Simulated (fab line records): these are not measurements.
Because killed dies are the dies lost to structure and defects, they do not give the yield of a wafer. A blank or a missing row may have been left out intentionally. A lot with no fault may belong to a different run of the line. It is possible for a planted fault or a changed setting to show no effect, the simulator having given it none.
fab line records | flow n5-finfet
[record] lots = 4 | wafers = 12 | last-day = 17
route steps=1938 shown BEOL_M4@1099 BEOL_M5@1112 BEOL_M7@1266 PASSIVATION@1936
lots untouched by any fault: they come from a run of this same line in which no faults occurred
start-h: hours from the record's first day to the start of the lot's first wafer shown | wait-h: hours since the lot's step before | " as in the row above | L1.1+2: one row covering several wafers at once | - no value, or no start was given | * or withheld: withheld | < > ~ a bound
route shown NAME@n: NAME is a module with steps in the file, n the number in the route of the first one | usual: mean/standard deviation taken from wafers without a fault | same: alike in all rows | chamber/n: place in a boat | sites: the reading at each site | _std_site: how widely they spread, as a standard deviation | _edge_site: outer sites' mean less inner sites' | radius-mm: how far each site lies from the wafer's centre | mask NAME#n: copy n | behind: tool/chamber where the wafer was last shaped | hold: why the lot was held/for how many hours/how that ended | device: names the non-switching transistor (n, p or np) | end of line: the route-end tests of the same wafers | where a step has no rows: the recipe by itself | killed: not the wafer's yield, but the dies lost to structure and defects at the first sort | map: a wafer's dies, x killed, . not, _ none there
set.NAME: the setting that was run; set.NAME@STEP: the one run at that earlier step | model.NAME: the simulator's own value behind a step, which no gauge read
certain route steps with their lots: each step a table, each wafer a row
services: when a tool's chamber went out of use (start-h, in hours from the record's first day, below 0 if earlier), for how many hours, and the reason
[[steps]]
[step N5_BEOL_M4_ANNEAL_95]
[recipe] temp-c = 400 | time-s = 240 | ambient = vacuum
[step N5_BEOL_M4_SPUTTER_96]
[recipe] material = Cu | target-thk-a = 45 | temp-c = -20 | chamber-pressure-pa = 0.07 | power-w = withheld | time-s = 8.29
[step N5_BEOL_M4_ECD_50]
[recipe] material = Cu | target-thk-a = 3000
[step N5_BEOL_M4_ANNEAL_51]
[recipe] temp-c = 225 | time-s = 90 | ambient = N2
[step N5_BEOL_M4_CMP_52]
[recipe] stop-on = SiOC | t-overpolish-s = 6.8 | down-force-psi = 1 | platen-rpm = 50 | clearing-platen-down-force-psi = 1.5 | clearing-platen-rpm = 50 | post-cmp-clean = cu-alkaline | target-thk-nm = 40 | clearing-platen-pad-velocity-m-s = 0.99484 | pad-velocity-m-s = 0.99484
[step N5_BEOL_M4_PRE_CLEAN_60]
[recipe] gas = NH3/H2 | time-s = 15 | temp-c = * | rf-power-w = 300
[step N5_BEOL_M4_CO_CAP_55]
[recipe] material = Co | target-thk-a = 20 | temp-c = 200 | precursor = CCTBA/H2 | pressure-torr = 30 | time-s = 102.1
[step N5_BEOL_M4_PRE_CLEAN_56]
[recipe] gas = NH3 | time-s = 15 | temp-c = withheld | rf-power-w = 300
[step N5_BEOL_M4_DEP_57]
[recipe] material = SiCN | target-thk-a = 80 | temp-c = withheld | precursor = 3MS/NH3 | pressure-torr = 3 | rf-w = 202 | time-s = 14
[step N5_BEOL_M4_RC_MEAS_101]
[usual] DIBL_N = 36.4/1.6 | DIBL_P = 36.2/1.8 | IOFF_N = 0.159/0.029 | IOFF_P = 0.21/0.034 | ION_N = 670/12 | ION_P = 459/8.2 | SS_N = 71.5/0.59 | SS_P = 73.2/0.54 | VT_N = 250/3.3 | VT_P = -250/3.7
lot.wafer | tool      | chamber | start-h | wait-h | DIBL_N[mV/V] | DIBL_P[mV/V] | IOFF_N[nA/um] | IOFF_P[nA/um] | ION_N[uA/um] | ION_P[uA/um] | SS_N[mV/dec] | SS_P[mV/dec] | VT_N[mV] | VT_P[mV]
L704.1    | prober-02 | 0       | 251.63  | 0.0    | 36.9         | 35.8         | 0.177         | 0.19          | 672          | 449          | 72.2         | 73.8         | 250      | -253
L704.4    | "         | 0       | "       | "      | 38.4         | 37.2         | 0.200         | 0.23          | 678          | 461          | 72.2         | 73.9         | 246      | -251
L704.6    | "         | 0       | "       | "      | 36.8         | 35.8         | 0.176         | 0.19          | 683          | 456          | 72.4         | 73.7         | 249      | -253
L708.2    | prober-02 | 0       | 258.55  | 0.2    | 37.3         | 36.2         | 0.170         | 0.20          | 668          | 459          | 71.8         | 73.3         | 249      | -250
L708.3    | "         | 0       | "       | "      | 34.6         | 33.0         | 0.116         | 0.16          | 657          | 451          | 71.1         | 72.5         | 257      | -251
L708.4    | "         | 0       | "       | "      | 39.6         | 39.0         | 0.220         | 0.24          | 690          | 466          | 71.7         | 73.3         | 247      | -251
L711.4    | prober-01 | 0       | 294.06  | 0.5    | 35.4         | 34.5         | 0.132         | 0.18          | 663          | 457          | 71.2         | 73.0         | 255      | -251
L711.5    | "         | 0       | "       | "      | 34.9         | 34.4         | 0.132         | 0.18          | 662          | 457          | 71.7         | 72.9         | 254      | -254
L711.6    | "         | 0       | "       | "      | 34.7         | 35.0         | 0.125         | 0.18          | 656          | 449          | 71.9         | 73.6         | 257      | -253
L715.1    | prober-02 | 0       | 310.94  | 0.0    | 37.1         | 37.5         | 0.159         | 0.17          | 675          | 452          | 71.4         | 72.2         | 250      | -256
L715.2    | "         | 0       | "       | "      | 38.1         | 38.0         | 0.164         | 0.18          | 668          | 445          | 71.3         | 73.0         | 249      | -256
L715.4    | "         | 0       | "       | "      | 37.7         | 37.7         | 0.155         | 0.17          | 675          | 447          | 72.1         | 72.6         | 251      | -258
[step N5_BEOL_M5_ILD_DEP_00]
[recipe] material = SiCOH_lowk | target-thk-a = 1406.4 | temp-c = 300 | precursor = DEMS/porogen | pressure-torr = 5 | rf-w = 500 | time-s = 25.9
[step N5_BEOL_M5_CURE_79]
[recipe] temp-c = 385 | time-s = 240 | ambient = He/Ar | material = SiCOH_lowk
[step N5_BEOL_M5_PECVD_70]
[recipe] material = SiO2 | target-thk-a = 160 | temp-c = 400 | precursor = TEOS/O2 | pressure-torr = 5.5 | rf-w = 450 | teos-flow-sccm = 53.8 | gas = O2 | flow-sccm = 3000 | time-s = 18
[step N5_BEOL_M5_HM_DEP_02]
[recipe] material = TiN | target-thk-a = 200 | temp-c = 25 | chamber-pressure-pa = 0.49996
[step N5_BEOL_M5_COAT_59]
[recipe] resist = SOC | temp-c = 250 | time-s = 60 | spin-rpm = 1500 | resist-thk-nm = 60
[step N5_BEOL_M5_COAT_60]
[recipe] resist = SiARC | temp-c = 220 | time-s = 60 | spin-rpm = 1500 | resist-thk-nm = 12
[step N5_BEOL_M5_COAT_71]
[recipe] resist = underlayer | temp-c = 205 | time-s = 60 | spin-rpm = 1500 | resist-thk-nm = 5
[step N5_BEOL_M5_COAT_05]
[recipe] resist = CAR-EUV | spin-rpm = 1500 | resist-thk-nm = 30
[step N5_BEOL_M5_EBR_07]
[recipe] solvent = PGMEA | ebr-width-mm = 1.5
[step N5_BEOL_M5_SOFTBAKE_06]
[recipe] temp-c = 110 | time-s = 60 | resist = CAR-EUV
[step N5_BEOL_M5_EXPOSE_08]
[recipe] mask-id = M5 | na = 0.33 | source-shape = annular | sigma-inner = 0.4 | sigma-outer = 0.8 | polarization = unpolarized | target-cd-nm = 28 | dose-mj = 35.75
[step N5_BEOL_M5_PEB_09]
[recipe] peb-temp-c = 100 | peb-time-s = 60 | resist = CAR-EUV
[step N5_BEOL_M5_DEVELOP_10]
[recipe] develop-time-s = 30 | developer = TMAH | resist = CAR-EUV | rinse-liquid = surfactant-rinse | dry = air-spin | dev-temp-c = 23
[step N5_BEOL_M5_DESCUM_16]
[recipe] chemistry = O2 | time-s = 7 | source-power-w = 50 | bias-power-w = 20 | pressure-mtorr = 20 | rf-frequency-hz = 2.712e+07 | temp-c = 40 | resist = CAR-EUV | o2-flow-sccm = 225
[step N5_BEOL_M5_ETCH_72]
[recipe] chemistry = N2/H2 | target = underlayer | target-depth-a = 65 | mask-material = CAR-EUV | time-s = 5.2 | ion-energy-ev = 200 | pressure-mtorr = 30 | source-w = 840 | bias-w = 150 | n2-flow-sccm = 200 | h2-flow-sccm = 200 | ends = cleared
[step N5_BEOL_M5_ETCH_61]
[recipe] chemistry = CF4 | target = SiARC | target-depth-a = 156 | mask-material = CAR-EUV | time-s = 26 | ion-energy-ev = 80 | pressure-mtorr = 40 | source-w = 545 | bias-w = 36 | Ar_flow_sccm = 100 | cf4-flow-sccm = 100 | ends = cleared
[step N5_BEOL_M5_ETCH_62]
[recipe] chemistry = N2/H2 | target = SOC | target-depth-a = 750 | overetch-a = 150 | mask-material = SiARC | temp-c = 40 | time-s = 112.5 | ion-energy-ev = 200 | pressure-mtorr = 30 | source-w = 840 | bias-w = 150 | n2-flow-sccm = 200 | h2-flow-sccm = 200
[step N5_BEOL_M5_STRIP_63]
[recipe] chemistry = N2/H2 | temp-c = 40 | n2-flow-sccm = 200 | h2-flow-sccm = 200 | rf-frequency-hz = 6e+07
[step N5_BEOL_M5_STRIP_73]
[recipe] chemistry = N2/H2 | temp-c = 40 | n2-flow-sccm = 200 | h2-flow-sccm = 200 | rf-frequency-hz = 6e+07
[step N5_BEOL_M5_STRIP_64]
[recipe] chemistry = CF4 | resist = SiARC | power-w = 300 | bias-power-w = 75 | pressure-mtorr = 50 | cf4-flow-sccm = 150 | rf-frequency-hz = 6e+07
[step N5_BEOL_M5_HM_OPEN_17]
[recipe] chemistry = Cl2/BCl3 | target-depth-a = 200 | overetch-a = 60 | target = TiN | mask-material = SOC | ion-energy-ev = 150 | pressure-mtorr = 10 | icp-w = 1000 | bias-w = 126 | Cl2_flow_sccm = 53.25 | bcl3-flow-sccm = 21.75 | Ar_flow_sccm = 25
[step N5_BEOL_M5_STRIP_19]
[recipe] chemistry = O2 | power-w = 400 | temp-c = 40 | pressure-mtorr = 30 | rf-frequency-hz = 6e+07 | bias-power-w = 0 | overash-fraction = 0.2 | o2-flow-sccm = 225
[step N5_BEOL_M5_COAT_65]
[recipe] resist = SOC | temp-c = 250 | time-s = 60 | spin-rpm = 1500 | resist-thk-nm = 60
[step N5_BEOL_M5_COAT_66]
[recipe] resist = SiARC | temp-c = 220 | time-s = 60 | spin-rpm = 1500 | resist-thk-nm = 12
[step N5_BEOL_M7_PECVD_70]
[recipe] material = SiO2 | target-thk-a = 200 | temp-c = 400 | precursor = TEOS/O2 | pressure-torr = 5.5 | rf-w = 450 | teos-flow-sccm = 53.8 | gas = O2 | flow-sccm = 3000 | time-s = 22.7
[usual] chamber-pressure-Torr = 5.501/0.012 | heater-power-outer-w = 457/80 | heater-power-w = 766/120 | showerhead-plenum-p-Torr = 8.79/0.051 | throttle-valve-pct = 22.6/1.6
lot.wafer | tool     | chamber | start-h | wait-h | chamber-pressure-Torr | heater-power-outer-w | heater-power-w | showerhead-plenum-p-Torr | throttle-valve-pct
L704.1    | pecvd-01 | 2       | 275.00  | 0.0    | -                     | -                    | -              | -                        | -
L704.4    | "        | 2       | "       | "      | -                     | -                    | -              | -                        | -
L704.6    | "        | 0       | "       | "      | -                     | -                    | -              | -                        | -
L708.2    | pecvd-04 | 1       | 280.44  | 0.0    | -                     | -                    | -              | -                        | -
L708.3    | "        | 2       | "       | "      | -                     | -                    | -              | -                        | -
L708.4    | "        | 1       | "       | "      | -                     | -                    | -              | -                        | -
L711.4    | pecvd-02 | 2       | 314.14  | 0.1    | 5.487                 | 447                  | 754            | 8.80                     | 21.3
L711.5    | "        | 1       | "       | "      | 5.496                 | 370                  | 634            | 8.80                     | 23.8
L711.6    | "        | 0       | "       | "      | 5.479                 | 422                  | 808            | 8.85                     | 22.5
L715.1    | pecvd-04 | 1       | 336.01  | 0.0    | 5.508                 | 462                  | 777            | 8.74                     | 22.4
L715.2    | "        | 0       | "       | "      | 5.508                 | 549                  | 864            | 8.86                     | 22.4
L715.4    | "        | 2       | "       | "      | 5.482                 | 402                  | 654            | 8.70                     | 21.0
[step N5_PASSIVATION_PROBE_49]
[usual] defect-limited-yield = 91.1/1.5 | killed_at_M0_to_M3 = 33/9.9 | killed_at_M4_up = 14/5.2 | killed-at-contacts = 12/6.7 | killed-at-front-end = 43/13 | killed-at-other = 3.4/2.7 | killed-dies = 105/17 | killed-on-rim = 14/4.2 | killed-open = 69/13 | killed-short = 33/7.5 | sort_bin_5_function = 5.2/0.91 | sort_bin_6_memory = 3.3/0.71 | sort-n-pass = 1075/17 | sort-yield-pct = 91.1/1.5
[same] gross-dies = 1180 | killed-at-back-side = 0 | sort_bin_4_leakage[%] = 0 | sort_bin_8_speed[%] = 0
lot.wafer | tool      | chamber | start-h | wait-h | defect-limited-yield[%] | killed_at_M0_to_M3 | killed_at_M4_up | killed-at-contacts | killed-at-front-end | killed-at-other | killed-dies | killed-on-rim | killed-open | killed-short | sort_bin_5_function[%] | sort_bin_6_memory[%] | sort-n-pass | sort-yield-pct[%]
L704.1    | prober-01 | -       | 356.39  | 0.0    | 65.8                    | 33                 | 326             | 16                 | 26                  | 2               | 403         | 11            | 59          | 26           | 31.0                   | 2.9                  | 777         | 65.8
L704.4    | prober-01 | -       | 356.54  | 0.2    | 62.0                    | 51                 | 328             | 20                 | 46                  | 3               | 448         | 17            | 84          | 38           | 34.0                   | 3.6                  | 732         | 62.0
L704.6    | prober-01 | -       | 356.64  | 0.3    | 65.0                    | 17                 | 336             | 26                 | 33                  | 1               | 413         | 117           | 51          | 38           | 32.5                   | 2.4                  | 767         | 65.0
L708.2    | prober-02 | -       | 360.28  | 0.1    | 63.6                    | 45                 | 336             | 20                 | 27                  | 2               | 430         | 38            | 70          | 32           | 33.0                   | 3.1                  | 750         | 63.6
L708.3    | prober-02 | -       | 360.33  | 0.1    | 64.4                    | 41                 | 329             | 20                 | 29                  | 1               | 420         | 43            | 76          | 28           | 32.1                   | 3.1                  | 760         | 64.4
L708.4    | prober-02 | -       | 360.38  | 0.2    | 67.2                    | 31                 | 306             | 9                  | 31                  | 10              | 387         | 42            | 49          | 38           | 29.5                   | 3.1                  | 793         | 67.2
L711.4    | prober-02 | -       | 397.58  | 0.2    | 89.7                    | 46                 | 18              | 6                  | 50                  | 2               | 122         | 13            | 75          | 44           | 5.8                    | 4.4                  | 1058        | 89.7
L711.5    | prober-02 | -       | 397.63  | 0.2    | 89.8                    | 52                 | 13              | 13                 | 40                  | 2               | 120         | 17            | 78          | 38           | 6.4                    | 3.7                  | 1060        | 89.8
L711.6    | prober-02 | -       | 397.68  | 0.3    | 87.6                    | 42                 | 14              | 24                 | 65                  | 1               | 146         | 19            | 88          | 52           | 7.5                    | 4.5                  | 1034        | 87.6
L715.1    | prober-02 | -       | 417.53  | 0.0    | 92.4                    | 37                 | 10              | 12                 | 25                  | 6               | 90          | 19            | 58          | 29           | 4.3                    | 2.6                  | 1090        | 92.4
L715.2    | prober-02 | -       | 417.58  | 0.1    | 91.1                    | 29                 | 15              | 9                  | 42                  | 10              | 105         | 13            | 63          | 39           | 5.3                    | 2.8                  | 1075        | 91.1
L715.4    | prober-02 | -       | 417.68  | 0.2    | 92.7                    | 28                 | 18              | 6                  | 26                  | 8               | 86          | 7             | 57          | 28           | 4.0                    | 2.8                  | 1094        | 92.7
// killed by level:class
L704.1 BEOL_M7:area-pecvd=315 MOL_CONTACT_COAG:geometric-particle:open=12 BEOL_M3:geometric-particle:open=10 STI_FIN_REVEAL:geometric-particle:open=6 DUMMY_GATE:geometric-particle:open=6 FIN_SAQP:geometric-particle:short=4 MOL_CONTACT_COAG:geometric-particle:short=4 BEOL_M0_SAQP:geometric-particle:short=4
L704.4 BEOL_M7:area-pecvd=324 BEOL_M2:geometric-particle:open=16 MOL_CONTACT_COAG:geometric-particle:open=15 BEOL_M1:geometric-particle:open=15 FIN_SAQP:geometric-particle:open=12 FIN_SAQP:geometric-particle:short=9 STI_FIN_REVEAL:geometric-particle:open=8 BEOL_M3:geometric-particle:open=7
L704.6 BEOL_M7:area-pecvd=323 MOL_CONTACT_COAG:geometric-particle:open=17 GATE_CUT:geometric-particle:short=9 MOL_CONTACT_COAG:geometric-particle:short=9 FIN_SAQP:geometric-particle:short=7 FIN_SAQP:geometric-particle:open=5 STI_FIN_REVEAL:geometric-particle:open=5 BEOL_M1:geometric-particle:open=4
L708.2 BEOL_M7:area-pecvd=327 BEOL_M2:geometric-particle:open=22 MOL_CONTACT_COAG:geometric-particle:open=19 FIN_SAQP:geometric-particle:short=9 BEOL_M3:geometric-particle:open=6 BEOL_M4:geometric-particle:short=5 STI_FIN_REVEAL:geometric-particle:open=4 BEOL_M0_SAQP:geometric-particle:short=4
L708.3 BEOL_M7:area-pecvd=315 MOL_CONTACT_COAG:geometric-particle:open=17 BEOL_M2:geometric-particle:open=15 BEOL_M0_SAQP:geometric-particle:open=12 BEOL_M4:geometric-particle:open=9 BEOL_M0_SAQP:geometric-particle:short=6 STI_FIN_REVEAL:geometric-particle:open=6 FIN_SAQP:geometric-particle:short=4
L708.4 BEOL_M7:area-pecvd=298 BEOL_M1:geometric-particle:open=9 FIN_SAQP:geometric-particle:short=8 BEOL_M2:geometric-particle:open=8 MOL_CONTACT_COAG:geometric-particle:open=7 BEOL_M0_SAQP:geometric-particle:short=7 STI_FIN_REVEAL:geometric-particle:open=5 FIN_SAQP:geometric-particle:open=4
L711.4 FIN_SAQP:geometric-particle:open=15 FIN_SAQP:geometric-particle:short=11 BEOL_M0_SAQP:geometric-particle:open=11 BEOL_M4:geometric-particle:open=10 BEOL_M0_SAQP:geometric-particle:short=9 STI_FIN_REVEAL:geometric-particle:open=8 BEOL_M3:geometric-particle:open=8 MOL_CONTACT_COAG:geometric-particle:open=6
L711.5 BEOL_M3:geometric-particle:open=13 FIN_SAQP:geometric-particle:open=12 BEOL_M0_SAQP:geometric-particle:open=12 BEOL_M0_SAQP:geometric-particle:short=11 MOL_CONTACT_COAG:geometric-particle:open=10 STI_FIN_REVEAL:geometric-particle:open=8 FIN_SAQP:geometric-particle:short=6 BEOL_M0:geometric-particle:open=6
L711.6 FIN_SAQP:geometric-particle:open=24 MOL_CONTACT_COAG:geometric-particle:open=19 FIN_SAQP:geometric-particle:short=17 BEOL_M0_SAQP:geometric-particle:short=13 BEOL_M0_SAQP:geometric-particle:open=10 GATE_CUT:geometric-particle:short=5 MOL_CONTACT_COAG:geometric-particle:short=5 BEOL_M3:geometric-particle:open=5
L715.1 MOL_CONTACT_COAG:geometric-particle:open=10 BEOL_M1:geometric-particle:open=9 BEOL_M2:geometric-particle:open=8 BEOL_M0_SAQP:geometric-particle:short=6 FIN_SAQP:geometric-particle:open=4 BEOL_M0_SAQP:geometric-particle:open=4 STI_FIN_REVEAL:geometric-particle:open=3 DUMMY_GATE:geometric-particle:open=3
L715.2 DUMMY_GATE:geometric-particle:open=8 FIN_SAQP:geometric-particle:open=7 MOL_CONTACT_COAG:geometric-particle:open=7 BEOL_M0_SAQP:geometric-particle:short=7 BEOL_M0_SAQP:geometric-particle:open=6 STARTING-WAFER:geometric-particle:short=6 STI_FIN_REVEAL:geometric-particle:open=5 FIN_SAQP:geometric-particle:short=4
L715.4 STI_FIN_REVEAL:geometric-particle:open=8 BEOL_M4:geometric-particle:open=7 BEOL_M2:geometric-particle:open=6 BEOL_M0_SAQP:geometric-particle:open=5 BEOL_M0_SAQP:geometric-particle:short=4 BEOL_M1:geometric-particle:open=4 BEOL_M3:geometric-particle:open=4 STI_FIN_REVEAL:geometric-particle:short=3
// map L704.4 (x killed, . not)
_________________....x..x....________________
______________....x............._____________
___________..x...........x....x.xx.__________
__________x.....xx.x..x.xxx........._________
________...x.....x.......x..x..xx.x..._______
_______..........xx.x.x...xxx.....x....______
______....xx...x..xx.xx.xxx...x...x....._____
_____.......xx......x...x..x.xx.xx.x..x..____
____...x....x...x.x.....xx...xx..xxxx..x..___
___x...x...x.x...xxxx.x.xxx.x....xx...x..x.__
___..x......xx.xx.xx.xxx..x.xx...xx.....x..__
__............x....x.x..xx.x.x.xx....x......_
__........x.xx.x.x.xxxxxx.xxxxxxxxx........._
_.......xx.xxxxxxxx.xx.x.x.xxx...xx.x....xx..
_...xx........x.xxxxxxxxxxxxxxxxxxx..x..x.x..
_......x..x.xxxx.xxxxxxxxxx.xxx.xxx..x.xx.x..
_......x..x.x.x.xxxxx.xxx.xxxx.xxx.xx...x....
_......xx..xxxxxxxxx.xxxx.xxxxx.xx.x..x......
_.x...x.....x.xx.x.xxx.xxxxxxx..xx.x.x.xx....
_.......x.x.xxxxxxxxxx.xxxxxxx.xx.....x......
_.....x.x..xxxxxxxxxxxx.xxxxxxx.xxxxx...x.x..
__...x.....x.xxxx..x.x.xxxxxxxxxx...x......._
__x......x.x.xx...xxx.xxxx.xx.xxxxx.x.xx...._
___.............xxxxx.x.xx..x.xx.x......x..__
___..x...x.xx.....x.xx..x.x.x..x.xxx.x..x..__
____...x..x....xx.xxx..xx..xxx...x....x..x___
_____........x.xxx.x..x..xxxxx.x.....x..x____
______....x.xx........x.....x.........x._____
_______............x.xx.x..x.x.........______
________....x...............x.....x..._______
__________.x.....xx.xxx......x......_________
___________x..x......x...........x.__________
______________.............x...._____________
_________________.x..........________________
// map L708.2 (x killed, . not)
_________________x.x.x...x.x.________________
______________.xx.xxxxxx.x.x.xx._____________
___________xxxxxx.x.xxxxxx.x.xx.x.x__________
__________x.xxxxx.x....x.x.xxxxxxxxx_________
________x..xxxxxxxxxxxxxx....x..x.x..._______
_______xx.xxxxxxx.xxxxxx...x.xxx.x..xxx______
______.xx..xx.xx.xxxx.xxxx....x........._____
_____x.xx.xxxxxxx.xxxxx..xxx.xx........x.____
____......xxxx.xx.x.xxxx.x.x.xx..x.xxxx...___
___x.....xx.x.xxxxxx.x...x..xxx.xxxx.....xx__
___.xx.xxxxx...xx..xxxxxxx...x...xx....xxx.__
__.x.x.xx.xx.xx.xxxxxx.xx.xxx.x.x..x.....x.._
__..xxx.x.xxxx..x..xxx...xxx..x.x..xx.x....._
_..xx...xxx.x.xx.x.xx.xxxxxxx..xxx...x......x
_.x.....x...xxx.xx.xxx.xxx.xx..x...x.........
_x......xx.x.x.xxxx.x.x...x.x....x.x...xx.x..
_.....x..xxxxx..x.xxxx.x.x..xx...x..x........
_x...x.xx.....xx.xx.x.x..x.xx.x...x...x......
_.xx.....x...xxx....xx.x...xx..x..x......x...
_.........x.xx..xx....x.x.xxx..x..x..x.......
_x....xxxxx..xxx.x.xx.xxxx....x...........x..
__....x.....x...x.....................x....._
__......xxx.......x....x..x.....x........x.._
___......x....x.....x..xx..xx.x........x...__
___..x......x....x.x.x........x.......x....__
____......x...xx..x....x.x............x...___
_____.....................x..x......x....____
______.x...........x...................._____
_______....xxx.....x..xx......x.x......______
________x......x..................x.x._______
__________..x..x.....x...x.........._________
___________..x.............x.......__________
______________.................._____________
_________________............________________
[[services]]
tool     | chamber | start-h | hours | kind
pecvd-01 | -       | 256.66  | 1.3   | repair
pecvd-02 | 2       | 271.16  | 5.5   | scheduled-down
pecvd-01 | 0       | 281.86  | 2.1   | scheduled-down
pecvd-01 | 2       | 293.32  | 26.4  | repair
pecvd-02 | 0       | 298.62  | 5.5   | scheduled-down
pecvd-01 | 1       | 312.02  | 5.0   | scheduled-down
pecvd-02 | 0       | 331.53  | 2.1   | scheduled-down
[[key]]
[first-sign] step = N5_BEOL_M7_PECVD_70 | reading = tool-record | direction = missing
[effect] step = N5_PASSIVATION_PROBE_49 | reading = killed_at_M4_up | direction = up | sigmas = 60 | usual = 14 | struck = 327
[more-kills-born-at] N5_BEOL_M7_PECVD_70@pecvd-01 = 962 | N5_BEOL_M7_PECVD_70@pecvd-04 = 939
met-at N5_BEOL_M7_PECVD_70
struck-wafers L704.1,L704.4,L704.6,L708.2,L708.3,L708.4
[fault] kind = skipped-step-whole | tool = pecvd-01,pecvd-04 | chamber = - | onset-h = 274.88 | steps = N5_BEOL_M7_PECVD_70 | scope = struck-lots-only
